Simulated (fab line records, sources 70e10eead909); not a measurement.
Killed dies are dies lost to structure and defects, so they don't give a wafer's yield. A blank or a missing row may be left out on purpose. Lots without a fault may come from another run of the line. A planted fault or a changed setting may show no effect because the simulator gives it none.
fab line records | flow nand_harc | part 1 of 2: steps 1 to 22 of 35
record lots=5 wafers=15 last_day=31
route steps=1302 shown A_STAIRCASE@829
lots that met no fault: from a run of the same line without faults
start_h: hours from the record's first day to the start of the lot's first wafer shown | wait_h: hours since the lot's step before | " the same as in the row above | L1.1+2: a row that stands for several wafers | - no value, or no start given | * or withheld: withheld | < > ~ a bound
route shown NAME@n: a module of which the file shows steps, and the number in the route of the first | usual: mean/standard deviation of fault-free wafers | same: alike in all rows | chamber/n: place in a boat | sites: the reading at each site | _std_site: their standard deviation | _edge_site: outer sites' mean less inner sites' | radius_mm: how far each site lies from the wafer's centre | mask NAME#n: copy n | behind: the tool/chamber that last shaped the wafer | hold: why the lot was held/for how many hours/how that ended | device: the transistor (n, p or np) that didn't switch | end of line: the same wafers' tests at the end of the route | a step without rows: its recipe alone | killed: dies lost to structure and defects at the first sort, not the wafer's yield | map: a wafer's dies, x killed, . not, _ none there
set.NAME: the setting as run; set.NAME@STEP: as run at that earlier step | model.NAME: the simulator's own value behind a step, which no gauge read
lots at some steps of the route; a table a step, a row a wafer
services: from which hour (start_h, from the record's first day; less than 0 if before it) a tool's chamber was out of use, for how many hours, and why
## steps
# step NHARC_A_STAIRCASE_HARDBAKE_311
# recipe temp_c=120 time_s=140
# columns lot.wafer tool chamber start_h wait_h
L080.2+3+5 litho_track-07 0 450.40 -
L090.1+2+4 litho_track-07 0 537.36 -
L088.1+2+3 litho_track-07 0 543.43 -
L089.1+3+6 litho_track-02 0 545.69 -
L093.3+4+5 litho_track-07 0 581.02 -
# step NHARC_A_STAIRCASE_DESCUM_312
# recipe time_s=3 o2_flow_sccm=200 ar_flow_sccm=0 bias_power_w=0 chemistry=O2
# usual drypump_motor_current_A=6.0/0.37 oes_product_au=1.004/0.015 rf_vpp_V=57.8/1 showerhead_plenum_p_Torr=1.92/0.1 throttle_valve_pct=11.311/0.0089
# same bias_power_w=0
# columns lot.wafer tool chamber start_h wait_h drypump_motor_current_A oes_product_au rf_hours_counter_h rf_vpp_V showerhead_plenum_p_Torr throttle_valve_pct
L080.2 rie_diel-10 0 450.49 - 5.6 1.011 12 57.8 1.89 11.302
L080.3 " 1 " " 5.2 0.998 1 57.3 1.94 11.301
L080.5 " 0 " " 5.7 1.004 - 57.0 1.89 11.300
L090.1 rie_diel-05 1 537.46 - 6.1 1.004 37 57.7 2.03 11.307
L090.4 " 2 " " 6.2 1.012 40 57.4 1.79 11.315
L090.2 " 3 " " 5.9 1.031 33 58.8 1.78 11.324
L088.3 rie_diel-05 3 543.52 - 5.9 1.029 33 56.7 1.78 11.314
L088.1 " 0 " " 6.6 1.026 39 56.8 1.83 11.329
L088.2 " 1 " " 6.1 0.998 38 57.3 2.03 11.310
L089.3 rie_diel-05 3 545.78 - 5.9 1.036 34 56.3 1.78 11.308
L089.1 " 1 " " 6.1 0.999 38 57.8 2.03 11.299
L089.6 " 0 " " 6.6 1.012 - 58.8 1.83 11.309
L093.3 rie_diel-10 3 581.11 - 5.9 1.013 58 59.2 2.06 11.315
L093.4 " 1 " " 5.2 1.009 39 57.4 1.93 11.318
L093.5 " 3 " " 5.9 1.008 - 57.6 2.06 11.294
# step NHARC_A_STAIRCASE_ETCH_313
# recipe cf4_flow_sccm=100 chf3_flow_sccm=30 ar_flow_sccm=0 rf_w=500 bias_w=200 chemistry=CF4/CHF3
# usual cf4_flow_sccm=100.02/0.3 drypump_motor_current_A=5.9/0.38 oes_product_au=0.934/0.021 rf_vpp_V=370.6/2.8 showerhead_plenum_p_Torr=1.58/0.08 throttle_valve_pct=16.803/0.008
# columns lot.wafer tool chamber start_h wait_h cf4_flow_sccm drypump_motor_current_A oes_product_au rf_hours_counter_h rf_vpp_V showerhead_plenum_p_Torr throttle_valve_pct
L080.2 rie_diel-10 3 450.57 0.1 99.88 5.9 0.922 12 374.3 1.70 16.809
L080.3 " 2 " " 100.07 5.7 0.920 12 371.0 1.55 16.808
L080.5 " 3 " " 99.96 5.9 0.917 - 375.4 1.70 16.804
L090.2 rie_diel-05 0 537.54 0.1 100.12 6.6 0.942 38 368.8 1.51 16.801
L090.1 " 1 " " 100.19 6.1 0.923 37 374.4 1.66 16.805
L090.4 " 3 " " 100.12 5.9 0.937 33 367.4 1.47 16.792
L088.2 rie_diel-05 3 543.62 0.1 99.50 5.9 0.946 33 367.4 1.47 16.804
L088.1 " 0 " " 100.79 6.6 0.941 39 368.0 1.51 16.811
L088.3 " 1 " " 99.59 6.0 0.927 38 372.0 1.66 16.800
L089.1 rie_diel-05 0 545.86 0.1 99.91 6.6 0.946 39 369.2 1.51 16.801
L089.3 " 1 " " 100.05 6.1 0.919 38 371.4 1.66 16.807
L089.6 " 1 " " 100.35 6.1 0.919 - 374.1 1.66 16.804
L093.3 rie_diel-10 0 581.19 0.1 100.37 5.6 0.922 50 369.9 1.55 16.805
L093.4 " 3 " " 99.69 5.9 0.933 58 374.4 1.69 16.798
L093.5 " 1 " " 100.26 5.2 0.932 - 370.9 1.59 16.785
# step NHARC_A_STAIRCASE_HM_OPEN_463
# recipe o2_flow_sccm=400 cos_flow_sccm=20 ar_flow_sccm=0 rf_w=500 bias_w=300 chemistry=O2/COS
# usual drypump_motor_current_A=6.0/0.38 oes_product_au=1.003/0.015 rf_vpp_V=467/3.2 showerhead_plenum_p_Torr=3.13/0.15 throttle_valve_pct=28.330/0.0086
# columns lot.wafer tool chamber start_h wait_h drypump_motor_current_A oes_product_au rf_hours_counter_h rf_vpp_V showerhead_plenum_p_Torr throttle_valve_pct
L080.3 rie_diel-10 0 - - 5.7 1.006 12 467 3.09 28.334
L080.2 " 1 " " 5.2 0.994 1 467 3.17 28.329
L080.5 " 0 " " 5.6 0.998 - 466 3.09 28.321
L090.4 rie_diel-05 1 - - 6.1 1.005 37 470 3.30 28.346
L090.1 " 3 " " 5.9 1.030 33 462 2.91 28.321
L090.2 " 0 " " 6.7 1.028 39 465 3.00 28.333
L088.2 rie_diel-05 1 - - 6.1 1.003 38 470 3.30 28.325
L088.1 " 2 " " 6.1 1.008 40 464 2.93 28.325
L088.3 " 3 " " 5.9 1.018 33 464 2.91 28.333
L089.3 rie_diel-05 0 - - 6.6 1.031 40 463 3.00 28.328
L089.1 " 2 " " 6.2 1.007 41 464 2.93 28.312
L089.6 " 0 " " 6.6 1.033 - 464 3.00 28.333
L093.4 rie_diel-10 0 - - 5.6 0.982 50 466 3.07 28.325
L093.3 " 3 " " 5.9 1.006 58 473 3.34 28.332
L093.5 " 0 " " 5.7 0.979 - 467 3.07 28.340
# step NHARC_A_STAIRCASE_STRIP_464
# recipe o2_flow_sccm=400 cos_flow_sccm=20 ar_flow_sccm=0 bias_w=0 chemistry=O2/COS
# columns lot.wafer tool chamber start_h wait_h
L080.3+2+5 rie_diel-10 3,1,0 - -
L090.1+4+2 rie_diel-05 1,2,0 - -
L088.1+2+3 rie_diel-05 2,3,0 - -
L089.1+3+6 rie_diel-05 1,3,1 - -
L093.3+4+5 rie_diel-10 0,1,0 - -
# step NHARC_A_STAIRCASE_ETCH_453
# recipe target_depth_a=300 overetch_a=30 time_s=16.5 ion_energy_ev=100 cf4_flow_sccm=80 o2_flow_sccm=20 ar_flow_sccm=0 rf_w=300 bias_w=100 chemistry=CF4/O2
# usual cf4_flow_sccm=79.98/0.23 drypump_motor_current_A=5.9/0.38 oes_product_au=1.002/0.014 rf_vpp_V=197.8/1.6 showerhead_plenum_p_Torr=1.34/0.069 throttle_valve_pct=13.396/0.0088
# columns lot.wafer tool chamber start_h wait_h cf4_flow_sccm drypump_motor_current_A oes_product_au rf_hours_counter_h rf_vpp_V showerhead_plenum_p_Torr throttle_valve_pct
L080.3 rie_diel-10 2 - - 80.21 5.7 0.984 12 198.1 1.32 13.391
L080.2 " 3 " " 80.05 5.9 0.995 12 198.2 1.44 13.405
L080.5 " 1 " " 79.94 5.1 0.990 - 198.2 1.36 13.399
L090.1 rie_diel-05 1 - - 79.82 6.1 0.991 37 197.7 1.41 13.407
L090.4 " 2 " " 80.23 6.1 1.010 40 196.3 1.25 13.401
L090.2 " 0 " " 79.86 6.6 1.028 39 197.5 1.28 13.393
L088.1 rie_diel-05 3 - - 79.97 5.9 1.021 33 196.8 1.24 13.402
L088.2 " 1 " " 79.81 6.1 0.996 38 199.6 1.41 13.395
L088.3 " 2 " " 80.32 6.1 1.018 40 196.6 1.25 13.392
L089.3 rie_diel-05 3 - - 80.62 5.9 1.030 34 196.5 1.24 13.384
L089.1 " 2 " " 79.86 6.1 1.003 41 195.9 1.25 13.390
L089.6 " 3 " " 80.11 5.9 1.021 - 194.7 1.24 13.392
L093.3 rie_diel-10 3 - - 79.61 5.9 0.999 58 199.0 1.43 13.398
L093.4 " 0 " " 79.97 5.6 0.983 51 197.9 1.31 13.400
L093.5 " 0 " " 80.06 5.6 0.980 - 196.3 1.31 13.381
# step NHARC_A_STAIRCASE_ETCH_315
# recipe target_depth_a=25000 time_s=607.1 ion_energy_ev=800 c4f8_flow_sccm=80 o2_flow_sccm=60 ar_flow_sccm=withheld rf_w=600 bias_w=3000 chemistry=C4F8/O2/Ar
# usual oes_product_au=0.937/0.015 rf_vpp_V=1826/13
# columns lot.wafer tool chamber start_h wait_h oes_product_au rf_hours_counter_h rf_vpp_V
L080.3 rie_diel-10 3 - - 0.927 12 1848
L080.2 " 1 " " 0.938 1 1832
L080.5 " 2 " " 0.929 - 1824
L090.4 rie_diel-05 0 - - 0.959 39 1818
L090.1 " 2 " " 0.929 40 1810
L090.2 " 3 " " 0.955 33 1809
L088.2 rie_diel-05 3 - - 0.965 34 1809
L088.1 " 0 " " 0.950 39 1815
L088.3 " 2 " " 0.936 41 1810
L089.3 rie_diel-05 3 - - 0.960 34 1810
L089.1 " 2 " " 0.942 41 1811
L089.6 " 0 " " 0.964 - 1817
L093.3 rie_diel-10 3 - - 0.936 58 1846
L093.4 " 1 " " 0.924 39 1829
L093.5 " 3 " " 0.933 - 1845
# step NHARC_A_STAIRCASE_STRIP_316
# recipe o2_flow_sccm=500 ar_flow_sccm=0 bias_w=0 chemistry=O2
# usual drypump_motor_current_A=5.9/0.38 oes_product_au=1.004/0.016 rf_vpp_V=57.8/0.92 showerhead_plenum_p_Torr=3.52/0.17 throttle_valve_pct=17.036/0.0078
# columns lot.wafer tool chamber start_h wait_h drypump_motor_current_A oes_product_au rf_hours_counter_h rf_vpp_V showerhead_plenum_p_Torr throttle_valve_pct
L080.3 rie_diel-10 3 - - 5.9 0.997 12 59.2 3.80 17.043
L080.2 " 0 " " 5.7 1.012 12 58.2 3.50 17.031
L080.5 " 3 " " 5.9 0.996 - 57.9 3.80 17.046
L090.4 rie_diel-05 3 - - 5.9 1.028 33 57.3 3.29 17.035
L090.2 " 0 " " 6.6 1.026 39 58.5 3.39 17.037
L090.1 " 1 " " 6.1 0.983 38 58.7 3.72 17.039
L088.2 rie_diel-05 0 - - 6.6 1.026 39 57.9 3.39 17.045
L088.1 " 1 " " 6.1 1.003 38 59.0 3.72 17.026
L088.3 " 3 " " 5.9 1.023 34 57.5 3.29 17.032
L089.1 rie_diel-05 0 - - 6.6 1.026 40 57.2 3.39 17.038
L089.3 " 1 " " 6.1 0.989 38 60.3 3.72 17.034
L089.6 " 3 " " 5.9 1.033 - 57.5 3.29 17.025
L093.4 rie_diel-10 1 - - 5.2 1.003 40 58.4 3.56 17.037
L093.3 " 3 " " 5.9 1.010 58 58.2 3.77 17.037
L093.5 " 0 " " 5.6 0.980 - 57.6 3.47 17.037
# step NHARC_A_STAIRCASE_STRIP_317
# recipe time_s=900 temp_c=130 chemistry=SPM
# columns lot.wafer tool chamber start_h wait_h
L080.5+3+2 wet_bench-01 2,4,5 451.84 -
L090.2+4+1 wet_bench-01 3,6,0 538.80 -
L088.2+3+1 wet_bench-04 5,6,0 544.87 -
L089.1+6+3 wet_bench-04 1,3,4 547.12 -
L093.3+5+4 wet_bench-01 7,2,3 583.20 -
# step NHARC_A_STAIRCASE_PRECLEAN_318
# recipe time_s=* temp_c=50 bath_age_min=0 chemistry=SC1
# columns lot.wafer tool chamber start_h wait_h
L080.5+3+2 wet_bench-01 2,4,5 - -
L090.2+4+1 wet_bench-01 3,6,0 - -
L088.2+3+1 wet_bench-04 5,6,0 - -
L089.1+6+3 wet_bench-04 1,3,4 - -
L093.3+5+4 wet_bench-01 7,2,3 - -
# step NHARC_A_STAIRCASE_SRD_329
# columns lot.wafer tool chamber start_h wait_h
L080.5+3+2 wet_bench-01 2,4,5 - -
L090.2+4+1 wet_bench-01 3,6,0 - -
L088.2+3+1 wet_bench-04 5,6,0 - -
L089.1+6+3 wet_bench-04 1,3,4 - -
L093.3+5+4 wet_bench-01 7,2,3 - -
# step NHARC_A_STAIRCASE_ALD_415
# recipe target_thk_a=300 pulse_time_s=6 ald_cycles=300 temp_c=300 material=SiO2
# usual heater_power_w=472/49 precursor_pulse_height_rel=1.001/0.019
# columns lot.wafer tool chamber start_h wait_h heater_power_w precursor_pulse_height_rel
L080.3 ald_hk-01 2 452.58 0.3 551 0.988
L080.2 " 0 " " 422 0.972
L080.5 " 2 " " 529 1.004
L090.4 ald_hk-02 2 539.31 0.1 478 1.015
L090.1 " 3 " " 483 0.999
L090.2 " 1 " " 423 1.019
L088.3 ald_hk-03 1 547.73 2.4 520 1.045
L088.2 " 2 " " 413 0.982
L088.1 " 3 " " 465 1.009
L089.1 ald_hk-02 3 549.06 1.5 489 1.002
L089.3 " 0 " " 457 0.980
L089.6 " 2 " " 486 0.995
L093.3 ald_hk-03 3 583.94 0.3 457 0.988
L093.4 " 0 " " 488 0.974
L093.5 " 2 " " 403 1.007
# step NHARC_A_STAIRCASE_ETCHBACK_416
# recipe target_depth_a=360 time_s=7.2 c4f8_flow_sccm=withheld o2_flow_sccm=8 ar_flow_sccm=withheld rf_w=600 bias_w=800 chemistry=C4F8/O2/Ar
# usual oes_product_au=0.94/0.035 rf_vpp_V=725/4.6
# columns lot.wafer tool chamber start_h wait_h oes_product_au rf_hours_counter_h rf_vpp_V
L080.2 rie_diel-05 0 - - 0.95 13 721
L080.3 " 1 " " 0.91 15 729
L080.5 " 0 " " 0.94 - 720
L090.4 rie_diel-11 0 - - 0.91 31 727
L090.2 " 1 " " 0.92 34 730
L090.1 " 3 " " 0.95 32 722
L088.1 rie_diel-11 3 - - 0.94 35 721
L088.2 " 1 " " 0.92 36 728
L088.3 " 2 " " 0.92 35 728
L089.1 rie_diel-11 2 - - 0.91 35 729
L089.3 " 1 " " 0.91 36 729
L089.6 " 2 " " 0.91 - 730
L093.4 rie_diel-11 3 - - 0.95 45 723
L093.3 " 1 " " 0.91 44 729
L093.5 " 2 " " 0.91 - 728
# step NHARC_A_STAIRCASE_STRIP_476
# recipe time_s=20 o2_flow_sccm=500 ar_flow_sccm=0 bias_w=0 chemistry=O2
# usual drypump_motor_current_A=5.9/0.37 oes_product_au=0.997/0.017 rf_vpp_V=57.9/0.83 showerhead_plenum_p_Torr=3.59/0.15 throttle_valve_pct=17.037/0.0099
# columns lot.wafer tool chamber start_h wait_h drypump_motor_current_A oes_product_au rf_hours_counter_h rf_vpp_V showerhead_plenum_p_Torr throttle_valve_pct
L080.2 rie_diel-05 0 454.52 0.1 6.7 1.031 13 57.5 3.40 17.043
L080.3 " 1 " " 6.1 0.997 15 57.3 3.74 17.050
L080.5 " 1 " " 6.1 1.003 - 59.2 3.74 17.044
L090.1 rie_diel-11 2 541.72 0.3 6.1 0.979 33 57.8 3.73 17.051
L090.4 " 3 " " 6.1 1.010 32 58.4 3.50 17.044
L090.2 " 1 " " 5.5 0.987 34 57.4 3.76 17.070
L088.1 rie_diel-11 2 549.82 0.2 6.1 0.981 35 58.1 3.73 17.052
L088.2 " 3 " " 6.1 1.023 35 55.9 3.50 17.034
L088.3 " 0 " " 5.6 0.997 34 57.7 3.65 17.037
L089.1 rie_diel-11 0 550.77 0.1 5.6 0.985 35 56.7 3.65 17.032
L089.3 " 2 " " 6.2 0.992 35 58.2 3.73 17.050
L089.6 " 1 " " 5.5 0.991 - 58.9 3.76 17.026
L093.4 rie_diel-11 2 585.90 0.1 6.2 0.974 45 59.0 3.72 17.035
L093.3 " 3 " " 6.1 1.023 45 58.6 3.49 17.043
L093.5 " 1 " " 5.5 0.978 - 59.3 3.75 17.024
# step NHARC_A_STAIRCASE_DEP_417
# recipe target_thk_a=600 step_coverage_pct=20 temp_c=400 target_thk_nm=60 flow_sccm=200 rf_w=450 material=Si3N4
# usual heater_power_w=735/100
# columns lot.wafer tool chamber start_h wait_h heater_power_w
L080.2 pecvd-03 1 454.61 - 848
L080.3 " 1 " " 824
L080.5 " 1 " " 820
L090.2 pecvd-02 2 541.81 - 774
L090.1 " 1 " " 851
L090.4 " 0 " " 659
L088.3 pecvd-02 2 549.91 - 821
L088.1 " 0 " " 642
L088.2 " 1 " " 823
L089.3 pecvd-02 2 550.87 - 834
L089.1 " 1 " " 842
L089.6 " 1 " " 818
L093.3 pecvd-04 2 586.08 - 588
L093.5 " 1 " " 773
L093.4 " 2 " " 588
# step NHARC_A_STAIRCASE_WET_418
# recipe temp_c=160 target_depth_a=200 chemistry=H3PO4
# columns lot.wafer tool chamber start_h wait_h
L080.2+3+5 wet_h3po4-01 0 456.74 2.1
L090.1+2+4 wet_h3po4-02 1 543.81 -
L088.1+2+3 wet_h3po4-02 1 551.91 -
L089.1+3+6 wet_h3po4-02 1 551.91 -
L093.3+4+5 wet_h3po4-02 0 587.98 -
# step NHARC_A_STAIRCASE_PRECLEAN_419
# recipe time_s=* temp_c=50 bath_age_min=0 chemistry=SC1
# columns lot.wafer tool chamber start_h wait_h
L080.5+2+3 wet_bench-04 6,7,3 457.32 0.0
L090.2+4+1 wet_bench-01 2,5,6 544.39 0.0
L088.1+3+2 wet_bench-04 5,7,0 552.48 0.0
L089.6+1+3 wet_bench-01 4,5,6 552.48 0.0
L093.4+5+3 wet_bench-04 3,5,6 588.56 0.0
# step NHARC_A_STAIRCASE_SRD_421
# columns lot.wafer tool chamber start_h wait_h
L080.5+2+3 wet_bench-04 6,7,3 - -
L090.2+4+1 wet_bench-01 2,5,6 - -
L088.1+3+2 wet_bench-04 5,7,0 - -
L089.6+1+3 wet_bench-01 4,5,6 - -
L093.4+5+3 wet_bench-04 3,5,6 - -
# step NHARC_A_STAIRCASE_ALD_420
# recipe target_thk_a=200 pulse_time_s=6 ald_cycles=200 temp_c=300 material=SiO2
# usual heater_power_w=467/46 precursor_pulse_height_rel=0.998/0.02
# columns lot.wafer tool chamber start_h wait_h heater_power_w precursor_pulse_height_rel
L080.3 ald_hk-01 2 459.16 - 531 0.975
L080.2 " 1 " " 402 1.003
L080.5 " 2 " " 555 0.971
L090.2 ald_hk-02 3 544.52 - 479 1.029
L090.4 " 1 " " 399 1.010
L090.1 " 2 " " 482 1.019
L089.3 ald_hk-02 1 552.62 - 411 1.032
L089.1 " 2 " " 493 0.983
L089.6 " 1 " " 418 0.987
L088.1 ald_hk-03 2 552.62 - 420 1.021
L088.3 " 0 " " 473 1.029
L088.2 " 1 " " 524 1.006
L093.3 ald_hk-02 0 590.92 - 464 0.991
L093.4 " 1 " " 408 1.030
L093.5 " 2 " " 486 1.008
# step NHARC_A_STAIRCASE_CVD_552
# recipe target_thk_a=400 temp_c=700 pressure_mtorr=300 material=SiNx
# usual zone_power_bottom_pct=16.5/1
# columns lot.wafer tool chamber start_h wait_h zone_power_bottom_pct
L080.2 lpcvd-01 0 - - 16.7
L080.3 " 0 " " 16.9
L080.5 " 0 " " 16.7
L090.1 lpcvd-01 0 - - 16.5
L090.2 " 0 " " 16.4
L090.4 " 0 " " 16.3
L088.1 lpcvd-01 0 - - 16.4
L088.2 " 0 " " 16.5
L088.3 " 0 " " 16.7
L089.1 lpcvd-01 0 - - 17.0
L089.3 " 0 " " 16.5
L089.6 " 0 " " 16.4
L093.3 lpcvd-01 0 - - 16.5
L093.4 " 0 " " 16.7
L093.5 " 0 " " 16.5
# step NHARC_A_STAIRCASE_DEP_151
# recipe target_thk_a=72000 temp_c=400 target_thk_nm=7200 teos_flow_sccm=200 rf_w=500 material=SiO2
# usual heater_power_w=657/100
# columns lot.wafer tool chamber start_h wait_h heater_power_w
L080.3 pecvd-03 2 468.87 0.4 655
L080.2 " 1 " " 746
L080.5 " 0 " " 702
L090.2 pecvd-04 0 554.94 0.5 742
L090.1 " 1 " " 800
L090.4 " 2 " " 475
L089.1 pecvd-04 0 560.71 0.4 778
L089.3 " 2 " " 457
L089.6 " 0 " " 622
L088.2 pecvd-02 1 560.87 0.5 744
L088.1 " 2 " " 808
L088.3 " 0 " " 639
L093.3 pecvd-04 1 599.05 0.7 736
L093.5 " 1 " " 608
L093.4 " 2 " " 456
# step NHARC_A_STAIRCASE_ANNEAL_320
# recipe temp_c=750 time_s=1800
# usual zone_power_bottom_pct=19.1/2.9
# columns lot.wafer tool chamber start_h wait_h zone_power_bottom_pct
L080.2 furnace-05 0 474.17 - 17.8
L080.3 " 0 " " 17.7
L080.5 " 0 " " 17.9
L090.1 furnace-06 0 559.30 - 17.2
L090.2 " 0 " " 17.0
L090.4 " 0 " " 17.2
L088.1 furnace-06 0 565.18 - 17.0
L088.2 " 0 " " 17.1
L088.3 " 0 " " 16.9
L089.1 furnace-06 0 565.18 - 17.3
L089.3 " 0 " " 16.9
L089.6 " 0 " " 17.1
L093.3 furnace-08 0 603.33 - 24.5
L093.4 " 0 " " 24.7
L093.5 " 0 " " 24.4
